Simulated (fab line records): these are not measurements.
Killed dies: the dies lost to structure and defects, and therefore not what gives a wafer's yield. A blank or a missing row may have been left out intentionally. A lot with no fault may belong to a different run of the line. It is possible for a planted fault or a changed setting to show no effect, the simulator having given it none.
fab line records ; flow nandHarc
record: lots: 5; wafers: 15; lastDay: 24
route steps=1159 shown A_WL_FILL@822 A_CONTACT@840 END@1159
lots with no fault: from the same line, run without faults
startH: the number of hours between the record's first day and the start of the first shown wafer of the lot ; waitH: hours elapsed since this lot's preceding step ; " as in the row above ; L1.1+2: one row covering several wafers at once ; - no value, or no start given ; * or withheld: withheld ; < > ~ a bound
route shown NAME@n: NAME is a module with steps in the file, n the number in the route of the first one ; usual: mean/standard deviation taken from wafers without a fault ; same: alike in all rows ; chamber/n: place in a boat ; sites: per-site readings ; _std_site: standard deviation of those values ; _edge_site: inner sites' mean taken away from outer sites' mean ; radiusMm: how far each site lies from the wafer's centre ; mask NAME#n: copy n ; behind: tool/chamber where the wafer was last shaped ; hold: why the lot went on hold/how many hours it stayed there/how the hold came to an end ; device: the n, p or np transistor that did not switch ; end of line: tests run on the same wafers once the route is complete ; step lacking rows: just its recipe ; killed: count of dies lost to structure and defects at first sort (not the wafer's yield) ; map: a wafer's dies, marking killed ones x, the rest . and places with no die _
set.NAME: setting as actually run; set.NAME@STEP: the setting as run at that earlier step ; model.NAME: the simulator's own value behind a step, which no gauge read
certain route steps with their lots: each step a table, each wafer a row
services: from which hour (startH, from the record's first day; less than 0 if before it) a tool's chamber was out of use, for how many hours, and why
== steps ==
step: NHARC_A_WL_FILL_ALD_10
recipe: targetThkA: 500; pulseTimeS: 10; aldCycles: 500; tempC: 300; material: SiO2
step: NHARC_A_WL_FILL_ETCHBACK_16
recipe: targetDepthA: 880; timeS: 17.6; c4f8FlowSccm: withheld; o2FlowSccm: 8; arFlowSccm: withheld; rfW: 600; biasW: 800; chemistry: C4F8/O2/Ar
step: NHARC_A_WL_FILL_STRIP_29
recipe: timeS: 20; o2FlowSccm: 500; arFlowSccm: 0; biasW: 0; chemistry: O2
usual: drypumpMotorCurrentA: 5.9/0.39; mfcArSccm: 0.007/0.0099; oesProductAu: 1.001/0.0079; rfVppV: 57.9/0.92; showerheadPlenumPTorr: 3.52/0.11; throttleValvePct: 17.036/0.0098
lot.wafer;tool;chamber;startH;waitH;drypumpMotorCurrentA;mfcArSccm;oesProductAu;rfHoursCounterH;rfVppV;showerheadPlenumPTorr;throttleValvePct
L776.1;rieDiel-06;3;356.72;0.1;5.4;0;0.995;3.5;56.2;3.38;17.022
L776.4;rieDiel-06;0;356.72;0.1;5.9;0.026;1.007;3.5;58.3;3.48;17.029
L776.6;rieDiel-06;1;356.72;0.1;6.2;0.000;1.002;-;59.0;3.53;17.057
L779.2;rieDiel-09;3;377.51;0.1;5.9;0.014;0.995;2.9;57.4;3.39;17.037
L779.3;rieDiel-09;2;377.51;0.1;5.3;0;0.990;2.6;57.6;3.78;17.043
L779.5;rieDiel-09;3;377.51;0.1;5.9;0.014;0.998;-;57.3;3.39;17.039
L784.4;rieDiel-05;1;417.06;0.1;6.6;0;1.000;4.4;58.4;3.64;17.033
L784.2;rieDiel-05;2;417.06;0.1;6.5;0;1.002;4.5;58.5;3.53;17.034
L784.5;rieDiel-05;1;417.06;0.1;6.5;0;0.996;-;59.4;3.64;17.042
L788.1;rieDiel-05;0;430.65;0.1;5.8;0;0.989;4.2;56.0;3.41;17.047
L788.3;rieDiel-05;2;430.65;0.1;6.5;0;1.002;4.9;57.2;3.53;17.050
L788.5;rieDiel-05;1;430.65;0.1;6.5;0;1.006;-;57.6;3.64;17.040
L794.1;rieDiel-06;1;477.15;0.1;6.2;0.000;0.989;2.1;58.7;3.53;17.026
L794.2;rieDiel-06;2;477.15;0.1;5.6;0.005;1.005;2.3;58.4;3.61;17.030
L794.6;rieDiel-06;1;477.15;0.1;6.2;0.000;0.990;-;58.2;3.53;17.034
step: NHARC_A_WL_FILL_ETCHBACK_17
recipe: targetDepthA: 40; timeS: 26.7; chemistry: Cl2/BCl3
step: NHARC_A_WL_FILL_PRECLEAN_18
recipe: timeS: 30; chemistry: dHF
step: NHARC_A_WL_FILL_SRD_21
step: NHARC_A_WL_FILL_CVD_23
recipe: targetThkA: 400; tempC: 620; pressureMtorr: 200; timeS: 800; material: poly-Si
step: NHARC_A_WL_FILL_ETCHBACK_26
recipe: targetDepthA: 520; timeS: 13.3; hbrFlowSccm: 150; rfW: 350; icpW: 350; biasW: 60; chemistry: HBr
step: NHARC_A_WL_FILL_PRECLEAN_30
recipe: timeS: 10; chemistry: dHF
step: NHARC_A_WL_FILL_SRD_14
step: NHARC_A_WL_FILL_ALD_19
recipe: targetThkA: 20; pulseTimeS: 3; aldCycles: 100; tempC: 450; material: TiN
step: NHARC_A_WL_FILL_CVD_20
recipe: targetThkA: 750; tempC: 300; pressureTorr: 40; wf6FlowSccm: 40; h2FlowSccm: 1600; arFlowSccm: 1560; timeS: 5064; material: W
usual: heaterPowerW: 470/35; mfcArSccm: 1560/4.5; susceptorTempC: 300.00/0.19; throttleValvePct: 8.11/0.3
lot.wafer;tool;chamber;startH;waitH;heaterPowerW;mfcArSccm;susceptorTempC;throttleValvePct
L776.1;cvdW-01;0;-;-;514;1559;299.99;8.00
L776.4;cvdW-01;1;-;-;460;1556;300.22;8.34
L776.6;cvdW-01;1;-;-;463;1558;299.97;8.31
L779.2;cvdW-01;0;-;-;497;1561;-;7.66
L779.3;cvdW-01;0;-;-;499;1556;-;8.05
L779.5;cvdW-01;1;-;-;467;1557;-;8.34
L784.2;cvdW-01;0;-;-;506;1555;300.02;8.07
L784.4;cvdW-01;1;-;-;469;1554;299.82;8.53
L784.5;cvdW-01;0;-;-;496;1556;300.16;8.18
L788.1;cvdW-01;0;-;-;497;1558;-;8.10
L788.3;cvdW-01;0;-;-;503;1561;-;7.98
L788.5;cvdW-01;1;-;-;472;1565;-;8.61
L794.1;cvdW-02;0;-;-;426;1560;299.90;8.28
L794.2;cvdW-02;0;-;-;421;1557;299.78;8.24
L794.6;cvdW-02;0;-;-;425;1553;299.94;8.33
step: NHARC_A_WL_FILL_CMP_12
recipe: tOverpolishS: 30; targetThkNm: 75
usual: motorCurrentA: 11.5/1.1; overpolishRunS: 30.001/0.009; retainingRingPressureFrac: 0.999/0.005; slurryFlowMlMin: 150.0/0.44; timeToEndpointS: 14.6/2.1
lot.wafer;tool;chamber;startH;waitH;motorCurrentA;overpolishRunS;retainingRingPressureFrac;slurryFlowMlMin;timeToEndpointS
L776.4;cmp-04;0;371.43;2.9;10.9;30.005;1.001;149.6;15.3
L776.1;cmp-04;1;371.43;2.9;11.9;29.993;1.002;150.3;17.0
L776.6;cmp-04;0;371.43;2.9;10.7;29.986;0.995;150.0;15.2
L779.2;cmp-04;2;388.82;3.6;13.3;30.002;1.001;150.8;15.6
L779.3;cmp-04;3;388.82;3.6;10.3;29.997;1.004;149.7;15.1
L779.5;cmp-04;2;388.82;3.6;14.6;30.006;0.998;150.1;16.5
L784.2;cmp-03;0;428.66;3.7;10.5;29.986;1.004;149.6;14.8
L784.4;cmp-03;2;428.66;3.7;11.0;30.008;0.995;150.0;13.4
L784.5;cmp-03;0;428.66;3.7;11.7;29.998;1.004;150.0;13.4
L788.3;cmp-01;2;444.81;2.2;13.4;30.003;1.003;149.8;14.6
L788.1;cmp-01;3;444.81;2.2;11.4;30.001;0.999;149.4;15.7
L788.5;cmp-01;1;444.81;2.2;11.3;29.984;1.003;150.4;14.0
L794.2;cmp-01;3;499.83;6.6;11.7;29.999;0.997;150.3;11.4
L794.1;cmp-01;1;499.83;6.6;11.5;30.007;0.999;149.9;14.0
L794.6;cmp-01;3;499.83;6.6;11.9;30.005;0.995;150.6;14.0
step: NHARC_A_WL_FILL_SRD_31
step: NHARC_A_WL_FILL_INSPECT_15
usual: rawDefectCount: 404/120
lot.wafer;tool;chamber;startH;waitH;rawDefectCount
L776.1;defectInspect-01;-;371.89;0.0;383
L776.4;defectInspect-01;-;371.89;0.0;512
L776.6;defectInspect-01;-;371.89;0.0;279
L779.2;defectInspect-02;-;389.26;0.0;722
L779.3;defectInspect-02;-;389.26;0.0;672
L779.5;defectInspect-02;-;389.26;0.0;724
L784.2;defectInspect-01;-;429.14;0.1;562
L784.4;defectInspect-01;-;429.14;0.1;533
L784.5;defectInspect-01;-;429.14;0.1;506
L788.1;defectInspect-01;-;445.23;0.0;617
L788.3;defectInspect-01;-;445.23;0.0;479
L788.5;defectInspect-01;-;445.23;0.0;289
L794.1;defectInspect-01;-;500.31;0.1;338
L794.2;defectInspect-01;-;500.31;0.1;507
L794.6;defectInspect-01;-;500.31;0.1;441
step: NHARC_A_CONTACT_DEP_24
recipe: targetThkA: 5000; tempC: 400; pressureTorr: 6.5; rfW: 900; teosFlowSccm: 161.4; flowSccm: 2650; targetThkNm: 500; gas: O2; material: SiO2
step: NHARC_A_CONTACT_DEP_28
recipe: targetThkA: 36000; tempC: 400; material: aC
step: NHARC_A_CONTACT_DEP_29
recipe: targetThkA: 700; targetThkNm: 70; tempC: 400; pressureTorr: 3.5; flowSccm: 200; rfW: 350; material: SiON
step: NHARC_A_CONTACT_DEHYDRATE_32
recipe: tempC: 150; timeS: 120
step: NHARC_A_CONTACT_HMDS_33
recipe: timeS: 30
step: NHARC_A_CONTACT_COAT_34
recipe: tempC: 260; timeS: 75
step: NHARC_A_CONTACT_COAT_35
recipe: tempC: 225; timeS: 65
step: NHARC_A_CONTACT_COAT_36
recipe: spinRpm: 1500; resistThkNm: 90
step: NHARC_A_CONTACT_SOFTBAKE_37
recipe: tempC: 105; timeS: 55
step: NHARC_A_CONTACT_EBR_38
step: NHARC_A_CONTACT_EXPOSE_39
recipe: na: 1.35; sigmaOuter: 0.8; doseMj: 58.79; maskId: A_CC_3
step: NHARC_A_CONTACT_PEB_40
recipe: pebTempC: 100; pebTimeS: 65
step: NHARC_A_CONTACT_DEVELOP_41
recipe: developTimeS: 35; devTempC: 23
step: NHARC_A_CONTACT_CD_MEAS_42
recipe: targetCdNm: 200; landingEnergyEv: 500
usual: cdNm: 200.3/0.51
lot.wafer;tool;chamber;startH;waitH;cdNm
L776.1;cdSem-03;0;378.47;-;199.9
L776.4;cdSem-03;0;378.47;-;200.2
L776.6;cdSem-03;0;378.47;-;200.7
L779.2;cdSem-01;0;392.91;-;200.4
L779.3;cdSem-01;0;392.91;-;200.0
L779.5;cdSem-01;0;392.91;-;200.9
L784.2;cdSem-02;0;433.07;-;199.6
L784.4;cdSem-02;0;433.07;-;200.0
L784.5;cdSem-02;0;433.07;-;200.5
L788.1;cdSem-03;0;450.53;-;201.4
L788.3;cdSem-03;0;450.53;-;200.1
L788.5;cdSem-03;0;450.53;-;200.8
L794.1;cdSem-03;0;504.32;-;199.8
L794.2;cdSem-03;0;504.32;-;199.5
L794.6;cdSem-03;0;504.32;-;199.0
step: NHARC_A_CONTACT_OVL_MEAS_43
usual: overlayXNm: -0.1/0.9; overlayYNm: -0.1/0.81
lot.wafer;tool;chamber;startH;waitH;overlayXNm;overlayYNm
L776.1;overlay-01;-;378.56;-;0.9;1.4
L776.4;overlay-01;-;378.56;-;0.9;0.8
L776.6;overlay-01;-;378.56;-;1.2;1.1
L779.2;overlay-02;-;393.00;-;-0.2;1.4
L779.3;overlay-02;-;393.00;-;-0.6;1.6
L779.5;overlay-02;-;393.00;-;-0.5;1.0
L784.2;overlay-01;-;433.15;-;-1.0;1.1
L784.4;overlay-01;-;433.15;-;-0.5;1.1
L784.5;overlay-01;-;433.15;-;-0.5;1.2
L788.1;overlay-01;-;450.62;-;-0.1;-1.5
L788.3;overlay-01;-;450.62;-;-0.8;-1.2
L788.5;overlay-01;-;450.62;-;-1.0;-1.6
L794.1;overlay-02;-;504.41;-;-0.3;-0.3
L794.2;overlay-02;-;504.41;-;-0.3;-0.8
L794.6;overlay-02;-;504.41;-;-0.5;0.4
step: NHARC_A_CONTACT_DESCUM_47
recipe: timeS: 3; o2FlowSccm: 200; arFlowSccm: 0; biasPowerW: 0; chemistry: O2
usual: drypumpMotorCurrentA: 5.8/0.42; mfcArSccm: 0.011/0.014; oesProductAu: 1.000/0.011; rfVppV: 57.8/0.87; showerheadPlenumPTorr: 1.90/0.079; throttleValvePct: 11.311/0.0091
lot.wafer;tool;chamber;startH;waitH;drypumpMotorCurrentA;mfcArSccm;oesProductAu;rfHoursCounterH;rfVppV;showerheadPlenumPTorr;throttleValvePct
L776.1;rieDiel-10;0;378.67;0.1;5.7;0;0.995;4;58.2;1.90;11.308
L776.4;rieDiel-10;2;378.67;0.1;5.2;0.019;0.995;5;57.4;1.95;11.294
L776.6;rieDiel-10;0;378.67;0.1;5.7;0;0.984;-;58.0;1.90;11.310
L779.3;rieDiel-11;3;393.12;0.1;6.5;0.003;1.000;63;57.8;1.94;11.307
L779.2;rieDiel-11;0;393.12;0.1;6.1;0.027;1.010;62;55.7;1.78;11.316
L779.5;rieDiel-11;2;393.12;0.1;6.0;0;1.006;-;57.6;1.91;11.326
L784.4;rieDiel-08;0;433.54;0.3;5.8;0.014;1.007;28;58.0;1.89;11.298
L784.2;rieDiel-08;1;433.54;0.3;6.5;0;1.016;21;59.1;2.01;11.311
L784.5;rieDiel-08;3;433.54;0.3;5.5;0.024;1.011;-;58.6;1.90;11.304
L788.1;rieDiel-10;1;450.72;0.1;5.2;0.043;0.984;30;56.2;1.79;11.310
L788.3;rieDiel-10;2;450.72;0.1;5.2;0.019;0.987;32;56.9;1.94;11.309
L788.5;rieDiel-10;0;450.72;0.1;5.8;0;0.988;-;59.6;1.89;11.302
L794.2;rieDiel-08;0;504.51;0.1;5.7;0.014;1.005;1;58.8;1.89;11.309
L794.1;rieDiel-08;2;504.51;0.1;5.8;0;0.993;2;57.9;1.77;11.309
L794.6;rieDiel-08;1;504.51;0.1;6.5;0;1.011;-;59.2;2.01;11.299
step: NHARC_A_CONTACT_ETCH_48
recipe: targetDepthA: 390; overEtchFrac: 0.3; timeS: 65; ionEnergyEv: 80; cf4FlowSccm: 150; arFlowSccm: 0; rfW: 300; biasW: 100; chemistry: CF4
usual: drypumpMotorCurrentA: 5.8/0.4; mfcArSccm: 0.011/0.014; oesProductAu: 0.999/0.01; rfVppV: 151.1/1.3; showerheadPlenumPTorr: 1.76/0.066; throttleValvePct: 13.284/0.0088
lot.wafer;tool;chamber;startH;waitH;drypumpMotorCurrentA;mfcArSccm;oesProductAu;rfHoursCounterH;rfVppV;showerheadPlenumPTorr;throttleValvePct
L776.4;rieDiel-10;0;378.76;0.1;5.8;0;0.992;4;150.8;1.76;13.270
L776.1;rieDiel-10;2;378.76;0.1;5.2;0.019;0.994;5;150.7;1.80;13.288
L776.6;rieDiel-10;0;378.76;0.1;5.7;0;0.991;-;149.5;1.76;13.284
L779.3;rieDiel-11;0;393.20;0.1;6.1;0.027;0.995;62;148.2;1.65;13.287
L779.2;rieDiel-11;2;393.20;0.1;6.1;0;0.994;60;152.3;1.77;13.288
L779.5;rieDiel-11;0;393.20;0.1;6.1;0.027;1.006;-;149.8;1.65;13.295
L784.4;rieDiel-08;2;433.70;0.2;5.8;0;0.999;28;148.3;1.65;13.291
L784.2;rieDiel-08;3;433.70;0.2;5.6;0.024;1.012;27;151.3;1.76;13.290
L784.5;rieDiel-08;2;433.70;0.2;5.8;0;1.000;-;150.0;1.65;13.274
L788.1;rieDiel-10;1;450.81;0.1;5.2;0.043;0.988;30;151.0;1.66;13.287
L788.3;rieDiel-10;2;450.81;0.1;5.2;0.019;0.984;32;150.1;1.79;13.303
L788.5;rieDiel-10;3;450.81;0.1;5.7;0;0.996;-;151.7;1.78;13.283
L794.1;rieDiel-08;3;504.60;0.1;5.6;0.024;1.003;2;150.8;1.76;13.273
L794.2;rieDiel-08;0;504.60;0.1;5.7;0.014;1.000;1;151.5;1.74;13.287
L794.6;rieDiel-08;3;504.60;0.1;5.6;0.024;0.996;-;150.6;1.76;13.287
step: NHARC_A_CONTACT_ETCH_49
recipe: targetDepthA: 2600; overEtchFrac: 0.3; timeS: 475.3; ionEnergyEv: 200; n2FlowSccm: 150; h2FlowSccm: 150; arFlowSccm: 0; rfW: 400; biasW: 150; chemistry: N2/H2
usual: drypumpMotorCurrentA: 5.8/0.4; mfcArSccm: 0.011/0.014; oesProductAu: 1.000/0.011; rfVppV: 430.2/2.4; showerheadPlenumPTorr: 2.03/0.084; throttleValvePct: 14.172/0.0089
lot.wafer;tool;chamber;startH;waitH;drypumpMotorCurrentA;mfcArSccm;oesProductAu;rfHoursCounterH;rfVppV;showerheadPlenumPTorr;throttleValvePct
L776.4;rieDiel-10;0;-;-;5.7;0;0.987;4;430.8;2.02;14.159
L776.1;rieDiel-10;2;-;-;5.2;0.019;0.995;6;431.5;2.08;14.162
L776.6;rieDiel-10;3;-;-;5.7;0;1.000;-;431.5;2.07;14.183
L779.3;rieDiel-11;2;-;-;6.1;0;1.002;61;432.1;2.04;14.166
L779.2;rieDiel-11;0;-;-;6.1;0.027;1.005;63;426.7;1.89;14.169
L779.5;rieDiel-11;1;-;-;6.1;0;1.008;-;428.1;2.00;14.173
L784.4;rieDiel-08;2;-;-;5.8;0;1.009;28;428.1;1.89;14.178
L784.2;rieDiel-08;1;-;-;6.5;0;1.019;22;433.5;2.15;14.171
L784.5;rieDiel-08;2;-;-;5.8;0;1.000;-;425.4;1.89;14.170
L788.3;rieDiel-10;1;-;-;5.2;0.043;0.983;30;425.9;1.91;14.174
L788.1;rieDiel-10;2;-;-;5.2;0.019;0.994;32;431.2;2.07;14.164
L788.5;rieDiel-10;1;-;-;5.2;0.043;0.992;-;427.3;1.91;14.168
L794.2;rieDiel-08;3;-;-;5.6;0.024;0.989;2;430.5;2.02;14.155
L794.1;rieDiel-08;0;-;-;5.7;0.014;0.998;2;429.9;2.01;14.170
L794.6;rieDiel-08;3;-;-;5.6;0.024;0.999;-;429.9;2.02;14.168
step: NHARC_A_CONTACT_ETCH_50
recipe: targetDepthA: 847; timeS: 42.4; cf4FlowSccm: 100; chf3FlowSccm: 30; arFlowSccm: 0; rfW: 500; biasW: 200; chemistry: CF4/CHF3
step: NHARC_A_CONTACT_ETCH_51
recipe: targetDepthA: 36000; overEtchFrac: 0.3; timeS: 936; ionEnergyEv: 150; o2FlowSccm: 400; cosFlowSccm: 20; arFlowSccm: 0; rfW: 500; biasW: 300; chemistry: O2/COS
step: NHARC_A_CONTACT_ETCH_111
recipe: sourceW: withheld; pressureMtorr: 20; biasV: withheld; timeS: 140; targetDepthA: 7000; arFlowSccm: withheld; c4f8FlowSccm: withheld; o2FlowSccm: withheld; chemistry: C4F8/O2/Ar
step: NHARC_A_CONTACT_ETCH_112
recipe: sourceW: withheld; pressureMtorr: 20; biasV: 3000; timeS: 94; targetDepthA: 9220; arFlowSccm: withheld; c4f8FlowSccm: withheld; o2FlowSccm: withheld; chemistry: C4F8/O2/Ar
step: NHARC_END_SORT_01
recipe: tempC: 25
usual: killedAtArray: 29/11; killedAtOther: 0.6/0.75; killedAtPeriphery: 3.1/2.1; killedDies: 32/11; killedOpen: 3.0/1.8; killedShort: 1.8/1.3
same: grossDies: 677
lot.wafer;tool;chamber;startH;waitH;killedAtArray;killedAtOther;killedAtPeriphery;killedDies;killedOpen;killedShort
L779.2;prober-02;0;475.39;2.9;328;0;5;333;1;2
L779.3;prober-02;0;476.19;3.1;294;0;7;301;4;0
L779.5;prober-02;0;477.80;3.7;306;0;5;311;0;2
killed by level:class
L779.2 A_WL_FILL:unspecified=304 A_CHANNEL_HOLE_D1:chamberFilmFlake=13 A_SLIT:chamberFilmFlake=4 P_GATE:chamberFilmFlake=3 A_ZERO_WELL:chamberFilmFlake=2 P_M0:geometricParticle:open=1 A_ONON_D1:geometricParticle:short=1 A_CONTACT:geometricParticle:short=1
L779.3 A_WL_FILL:unspecified=264 A_CHANNEL_HOLE_D1:chamberFilmFlake=11 A_SLIT:chamberFilmFlake=9 A_CONTACT:chamberFilmFlake=6 P_M0:chamberFilmFlake=3 P_GATE:chamberFilmFlake=2 P_CONTACT:geometricParticle:open=1 P_M1:geometricParticle:open=1
L779.5 A_WL_FILL:unspecified=278 A_CHANNEL_HOLE_D1:chamberFilmFlake=11 A_SLIT:chamberFilmFlake=9 A_CONTACT:chamberFilmFlake=4 P_GATE:chamberFilmFlake=2 P_M0:chamberFilmFlake=2 A_WL_FILL:chamberFilmFlake=2 A_WL_FILL:geometricParticle:short=1
map L779.2 (x killed, . not)
____________x____________
_________x..x..x_________
_______.x.x.xx.x.._______
______x.x.x.x.xxxxx______
_____...x.x.x....x.._____
____x.x..x..x..xx.xx.____
____.x..xx.xxx..x....____
___...xx....xx..xxx..x___
___.x.xx.....xxx..xxxx___
__...xx.xx..xx...x...x.__
__xx...xxx.xxx..xxx..x.__
_xxxx.x.x......xx..x.xx._
_xxxxx..x.xx..x.x.xxx..x_
_xxxxx.x.xxx.x.x......x._
_xxxxx.x.xxxx..x........_
_...xx.xx..xxxx.......xx_
.....x.xx.xx.xx.xx.x.x.xx
.xx....xx.xx.xxxxx...xxxx
x...x.....xxx..x.xxx...x.
.x...x..xxx...xx.x....xx.
..xx.xx.x.x.x....x.xx...x
_.xx..xxx.xx...x.x.xxx.._
_x..xxxxx....xxxxxxxxx.._
_.xx.xx.xxx..x...x......_
_.xxxxx...x.x.x...x.x..x_
_x..xx..x...x.........x._
__xx.x.xxxx...xx..x.xx.__
__xxx.xx..xx..x..x.x...__
___xxxx.xxx...x.x..xxx___
___xx.xxx...xx.x.xxx.x___
____.x.xxxx.xx.x..xxx____
____xx.x....xx.xxxxx.____
_____x.x.......xxx.._____
______..x.x.xxx..xx______
_______x....x.xxxx_______
_________....xx._________
____________x____________
map L776.1 (x killed, . not)
____________.____________
_________......._________
_______..........._______
______.............______
_____..............._____
____.................____
____.................____
___...................___
___...................___
__.....................__
__.....................__
_......................._
_......................._
_......................._
_......................._
_....x.................._
..................x...x..
.........................
.........................
......................x..
........................x
_....................x.._
_....................x.._
_..............x.....xxx_
_..........x.........x.._
_...........x.........x._
__.......x.............__
__.........x...........__
___.........x.........___
___......x............___
____..........x......____
____.................____
_____..........x...._____
______.............______
_______..........._______
_________......._________
____________.____________
== services ==
tool;chamber;startH;hours;kind
cmp-03;-;336.26;0.9;repair
cmp-04;-;338.98;0.4;repair
rieDiel-05;-;340.61;9.0;pm
cmp-03;-;344.66;2.5;repair
cmp-03;-;352.02;4.0;pm
rieDiel-05;3;353.27;3.9;repair
rieDiel-10;-;353.52;9.0;pm
cmp-04;-;360.20;1.5;repair
cmp-01;-;375.50;4.0;pm
cvdW-02;-;378.27;13.0;pm
rieDiel-05;-;384.09;0.5;repair
cmp-03;-;388.66;2.4;repair
rieDiel-09;1;394.64;2.1;repair
rieDiel-11;-;398.65;9.0;pm
cmp-04;-;399.13;4.0;pm
rieDiel-06;-;418.22;9.0;pm
rieDiel-11;3;429.84;5.1;repair
rieDiel-09;-;431.10;9.0;pm
rieDiel-06;0;463.37;13.0;repair
rieDiel-10;3;468.39;1.6;repair
cmp-01;-;473.50;4.0;pm
cvdW-01;-;475.02;13.0;pm
rieDiel-08;-;478.82;9.0;pm
cmp-04;-;497.13;4.0;pm
== key ==
firstSign: step: NHARC_A_WL_FILL_INSPECT_15; reading: rawDefectCount; direction: up; sigmas: 2.5; usual: 404; struck: 706
effect: step: NHARC_END_SORT_01; reading: killedAtArray; direction: up; sigmas: 26; usual: 29; struck: 309
moreKillsBornAt: NHARC_A_WL_FILL_CMP_12@cmp-04: 846
metAt NHARC_A_WL_FILL_CMP_12
struckWafers L779.2,L779.3,L779.5
testerLeftOut L779
onsetBetween 371.43 388.82
alsoFits NHARC_A_WL_FILL_STRIP_29:rieDiel-09,NHARC_A_CONTACT_DESCUM_47:rieDiel-11,NHARC_A_CONTACT_ETCH_48:rieDiel-11,NHARC_A_CONTACT_ETCH_49:rieDiel-11
fault: kind: chamberParticleSource; tool: cmp-04; chamber: -; onsetH: 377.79; steps: NHARC_A_WL_FILL_CMP_12; ratePerVisitCm2: 0.5995; endH: 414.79
testerLeftOut: of these lots the tester's yield and bins aren't shown, on N5 and GAA mostly nor the transistor test; their killed dies are dies lost to structure and defects alone, not to doping, threshold or leakage, so they don't give the yield
